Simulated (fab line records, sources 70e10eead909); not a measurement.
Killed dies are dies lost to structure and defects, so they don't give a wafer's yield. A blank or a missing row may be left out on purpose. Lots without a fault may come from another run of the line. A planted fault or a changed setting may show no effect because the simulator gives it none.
Which tool did it? | flow nand_harc | 6 lots, 18 wafers sampled, at 3 steps of a route of 1302

WHAT THE GAUGES READ, wafer by wafer
NHARC_A_ONON_D2_THK_MEAS_30: measures by ellipsometry.
lot  | measured     | on            | thk_nm (nm)
L939 | day 15 07:23 | film_metro-01 | 992 989 989
L948 | day 19 08:12 | film_metro-01 | 1010 1011 1012
L951 | day 19 13:40 | film_metro-02 | 1002 1002 1001
L950 | day 20 02:48 | film_metro-01 | 994 995 994
L954 | day 21 09:11 | film_metro-01 | 986 984 985
L956 | day 22 07:37 | film_metro-02 | 992 991 992

WHICH TOOL RAN EACH LOT (tool, then ch and the chambers of the sampled wafers, then the start)
lot  | NHARC_A_DECK1_JOINT_ETCHBACK_07  | NHARC_A_ONON_D2_DEP_28
L939 | rie_si-04 ch 0,2,3, day 13 07:41 | pecvd_onon-04 ch 0, day 15 06:53
L948 | rie_si-05 ch 0,1,2, day 17 10:21 | pecvd_onon-04 ch 0, day 19 07:44
L951 | rie_si-04 ch 1,2,3, day 17 19:24 | pecvd_onon-03 ch 0, day 19 13:10
L950 | rie_si-04 ch 0,1,2, day 18 01:39 | pecvd_onon-04 ch 0, day 20 02:21
L954 | rie_si-05 ch 0,3, day 19 09:29   | pecvd_onon-03 ch 0, day 21 08:45
L956 | rie_si-01 ch 2,3, day 20 11:18   | pecvd_onon-01 ch 0, day 22 07:06
- NHARC_A_DECK1_JOINT_ETCHBACK_07: etches the open film in HBr, target depth 105 nm, time 26.9 s.
- NHARC_A_ONON_D2_DEP_28: target thk 1000 nm.

THE ANSWER, worked out from the rows above alone
Rule: what is usual is taken from the lots themselves. Put in order of their means at a reading, lots are off if they are a third of the lots or fewer, leave a main group of 4 or more, and stand apart from it by a gap of 3 or more times the standard deviation of the main group's means; of several such gaps the widest counts. A main group whose means are all the same, to the digits that the tables above print for the reading, isn't used. A lot without any number at a reading at which 4 lots or more have one is off too. The other lots that the step has rows for count as sound.
No lot is off at any reading shown: from this, nothing can be told.

WHAT THE SIMULATOR HAD PUT IN
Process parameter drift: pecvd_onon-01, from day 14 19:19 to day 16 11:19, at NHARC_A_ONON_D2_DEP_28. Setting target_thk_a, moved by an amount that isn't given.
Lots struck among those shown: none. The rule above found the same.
